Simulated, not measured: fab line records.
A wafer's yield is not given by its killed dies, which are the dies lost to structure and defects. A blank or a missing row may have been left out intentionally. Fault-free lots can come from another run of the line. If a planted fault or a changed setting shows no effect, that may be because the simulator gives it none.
Matching of chambers -- flow nand harc -- rie diel-08 running NHARC_P_BONDPAD_ETCH_12: 4 sister chambers
The step etches the open film in CHF3/O2, target depth 200 nm, time 100 s. 4 wafers are shown with their chamber, then 6 later ones without.

EACH WAFER AND ITS CHAMBER
wafer,chamber,rf vpp V (V)
L592.4,3,368.5
L594.1,1,368.2
L594.5,2,367.6
L596.5,0,373.1

WAFERS WHOSE CHAMBER IS MISSING
wafer,rf vpp V (V)
L596.6,369.2
L598.2,368.9
L598.5,369.2
L598.6,372.6
L607.2,369.7
L607.3,372.0

EACH ONE'S CHAMBER
wafer,from the rows above,in truth
L596.6,can't be placed: 3 or 1 or 2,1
L598.2,can't be placed: 3 or 1 or 2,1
L598.5,can't be placed: 3 or 1 or 2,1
L598.6,0,0
L607.2,can't be placed: 3 or 1 or 2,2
L607.3,0,0
Correctly placed: 2 of 6. Unplaceable from these rows: 4, with the true chamber sitting among the candidates in 4. Wrongly placed: 0.
How it was worked out, from the rows above alone: a wafer's distance from a chamber is the root of the sum, over the readings, of the square of ((its reading less the chamber's mean) divided by the reading's scatter). The wafer belongs to the nearest chamber; if the next one is less than 2 further off, it can't be placed. A chamber's mean is the mean of its shown wafers. The scatter: with one shown wafer a chamber, the root of the mean of the squares of how far each hidden wafer lies from its nearest shown one.
